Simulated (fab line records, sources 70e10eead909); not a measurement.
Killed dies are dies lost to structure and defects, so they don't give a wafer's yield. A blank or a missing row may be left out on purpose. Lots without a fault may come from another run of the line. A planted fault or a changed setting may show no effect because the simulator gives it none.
Chamber matching | flow nand_harc | NHARC_A_BLC_CMP_25 on cmp-04: 4 sister chambers
The step polishes, t overpolish 30 s, target thk 150 nm. 8 wafers are shown with their chamber, then 10 later ones without.

WAFERS WITH THEIR CHAMBER
wafer  | chamber | motor_current_A (A) | time_to_endpoint_s (s)
L078.3 | 2       | 14.3                | 29
L081.3 | 0       | 12.0                | 28
L081.5 | 0       | 11.8                | 28
L081.1 | 1       | 13.7                | 29
L081.4 | 2       | 14.6                | 28
L081.6 | 3       | 11.1                | 26
L083.1 | 3       | 11.0                | 28
L083.2 | 1       | 13.1                | 29

WAFERS WITHOUT THEIR CHAMBER
wafer  | motor_current_A (A) | time_to_endpoint_s (s)
L083.6 | 11.6                | 32
L089.2 | 14.8                | 29
L089.3 | 12.1                | 24
L089.5 | 11.4                | 26
L086.2 | 12.1                | 29
L086.4 | 13.3                | 30
L086.6 | 13.1                | 29
L097.3 | 14.3                | 30
L097.4 | 12.2                | 31
L097.5 | 13.2                | 31

WHICH CHAMBER EACH WENT THROUGH
wafer  | from the rows above     | in truth
L083.6 | can't be placed: 0 or 3 | 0
L089.2 | 2                       | 2
L089.3 | can't be placed: 0 or 3 | 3
L089.5 | can't be placed: 3 or 0 | 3
L086.2 | 0                       | 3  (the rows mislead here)
L086.4 | 1                       | 1
L086.6 | 1                       | 1
L097.3 | can't be placed: 2 or 1 | 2
L097.4 | can't be placed: 0 or 1 | 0
L097.5 | 1                       | 1
Placed correctly: 4 of 10. Can't be placed from these rows: 5 (the true chamber is among the candidates in 5). Placed wrongly: 1.
How it was worked out, from the rows above alone: a wafer's distance from a chamber is the root of the sum, over the readings, of the square of ((its reading less the chamber's mean) divided by the reading's scatter). The wafer belongs to the nearest chamber; if the next one is less than 2 further off, it can't be placed. A chamber's mean is the mean of its shown wafers. The scatter: the root of (the sum of the squares of (reading less its chamber's mean) over the shown wafers, divided by (wafers less chambers)).
